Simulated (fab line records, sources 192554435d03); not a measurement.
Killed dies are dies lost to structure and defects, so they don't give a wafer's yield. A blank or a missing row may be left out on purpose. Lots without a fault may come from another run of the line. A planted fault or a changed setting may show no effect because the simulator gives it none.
One fault seen from 3 desks | flow n5_finfet | each desk has only its own numbers; what lay behind them comes last

THE METROLOGY DESK
What the gauges read, lot by lot, whatever tool the lot ran on: means of the sampled wafers that have a number. A lot is out of limits, marked OUT, if its mean lies more than 4 standard deviations from the usual mean; the brackets give that distance. Of its 10 readings 7 are shown: those that lie furthest out on some lot.
Columns: A = DIBL_N at N5_BEOL_M4_RC_MEAS_101, usual 36.3 mV/V; B = IOFF_N at N5_BEOL_M4_RC_MEAS_101, usual 0.16 nA/um; C = ION_N at N5_BEOL_M4_RC_MEAS_101, usual 675 uA/um; D = ION_P at N5_BEOL_M4_RC_MEAS_101, usual 464 uA/um; E = SS_N at N5_BEOL_M4_RC_MEAS_101, usual 71.5 mV/dec; F = VT_N at N5_BEOL_M4_RC_MEAS_101, usual 250 mV; G = VT_P at N5_BEOL_M4_RC_MEAS_101, usual -250 mV
lot  | first seen here | A    | B    | C   | D   | E    | F   | G
L640 | day 8 05:31     | 35.3 | 0.14 | 661 | 458 | 71.1 | 251 | -249
L644 | day 9 00:40     | 34.0 | 0.14 | 673 | 473 | 71.2 | 249 | -248
L653 | day 12 21:15    | 37.1 | 0.16 | 681 | 465 | 72.3 | 250 | -249
L660 | day 13 00:07    | 37.3 | 0.15 | 669 | 459 | 71.9 | 250 | -249
L655 | day 13 07:18    | 37.2 | 0.17 | 692 | 477 | 71.5 | 248 | -249
L654 | day 13 14:40    | 34.8 | 0.13 | 670 | 458 | 70.9 | 254 | -254
L657 | day 13 19:43    | 39.3 | 0.20 | 697 | 471 | 72.1 | 246 | -247
L656 | day 14 01:24    | 37.9 | 0.16 | 665 | 456 | 71.6 | 250 | -251
L658 | day 14 09:01    | 36.5 | 0.18 | 678 | 465 | 71.9 | 247 | -248
L661 | day 14 12:35    | 35.5 | 0.14 | 675 | 466 | 72.0 | 252 | -249
This desk's finding: nothing out of limits on any of the 10 lots.

THE TOOL OWNER'S DESK: rie_diel-03
The tool's own readings at N5_MOL_CONTACT_COAG_ETCH_110 (etches Si in CF4/O2, target depth 2.5 nm, time 8 s): means of the sampled wafers that have a number, for each lot that ran on this tool. A lot is out of limits, marked OUT, if its mean lies more than 4 standard deviations from the usual mean; the brackets give that distance.
Columns: A = bias_w at N5_MOL_CONTACT_COAG_ETCH_110, usual 11.99 W; B = drypump_motor_current_A at N5_MOL_CONTACT_COAG_ETCH_110, usual 5.8 A; C = oes_product_au at N5_MOL_CONTACT_COAG_ETCH_110, usual 0.81 a.u.; D = rf_vpp_V at N5_MOL_CONTACT_COAG_ETCH_110, usual 129 V; E = showerhead_plenum_p_Torr at N5_MOL_CONTACT_COAG_ETCH_110, usual 2.24 Torr; F = throttle_valve_pct at N5_MOL_CONTACT_COAG_ETCH_110, usual 10.72 %
lot  | first seen here | A               | B   | C    | D   | E    | F
L640 | day 5 02:50     | 12.00           | 5.7 | 0.91 | 129 | 2.31 | 10.63
L644 | day 6 00:37     | 10.94 (-28) OUT | 5.4 | 0.76 | 119 | 2.23 | 10.72
L653 | day 8 09:54     | 11.95           | 5.7 | 0.79 | 129 | 2.25 | 10.79
L655 | day 8 21:02     | 12.00           | 5.4 | 0.75 | 129 | 2.22 | 10.79
L656 | day 9 05:46     | 11.97           | 5.6 | 0.74 | 127 | 2.19 | 11.00
L658 | day 9 14:19     | 11.97           | 5.5 | 0.78 | 129 | 2.26 | 10.65
L660 | day 10 01:17    | 11.96           | 5.7 | 0.82 | 130 | 2.29 | 10.77
This desk's finding: out of limits on L644; first on L644, day 6 00:37 (bias_w at N5_MOL_CONTACT_COAG_ETCH_110). In limits: L640, L653, L655, L656, L658, L660.

THE DEFECT DESK
What the inspections along the route counted, lot by lot: means of the sampled wafers that have a number. A lot is out of limits, marked OUT, if its mean lies more than 4 standard deviations from the usual mean; the brackets give that distance.
Columns: A = raw_defect_count at N5_GATE_CUT_INSPECT_26, usual 39
lot  | first seen here | A
L640 | day 5 02:08     | 41
L644 | day 5 23:47     | 35
L653 | day 8 08:22     | 39
L654 | day 8 12:21     | 51
L655 | day 8 19:11     | 30
L656 | day 9 04:56     | 48
L657 | day 9 08:05     | 37
L658 | day 9 13:37     | 74
L660 | day 10 00:26    | 50
L661 | day 10 04:38    | 30
This desk's finding: nothing out of limits on any of the 10 lots.

PUT TOGETHER
The tool owner's desk could have raised an alarm at day 6 00:37, on L644.
The metrology desk saw nothing out of limits.
The defect desk saw nothing out of limits.
The metrology desk has L644 on record, within its limits.
The defect desk has L644 on record, within its limits.
Of the lots named, all ran N5_MOL_CONTACT_COAG_ETCH_110 on rie_diel-03.

WHAT THE SIMULATOR HAD PUT IN
Process parameter drift: rie_diel-03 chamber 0, from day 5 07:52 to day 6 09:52, at N5_MOL_CONTACT_COAG_ETCH_110. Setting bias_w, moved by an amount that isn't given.
Lots struck among those shown: L644.
Hours from the fault's start to each desk's first reading out of limits: the tool owner's desk, 17.
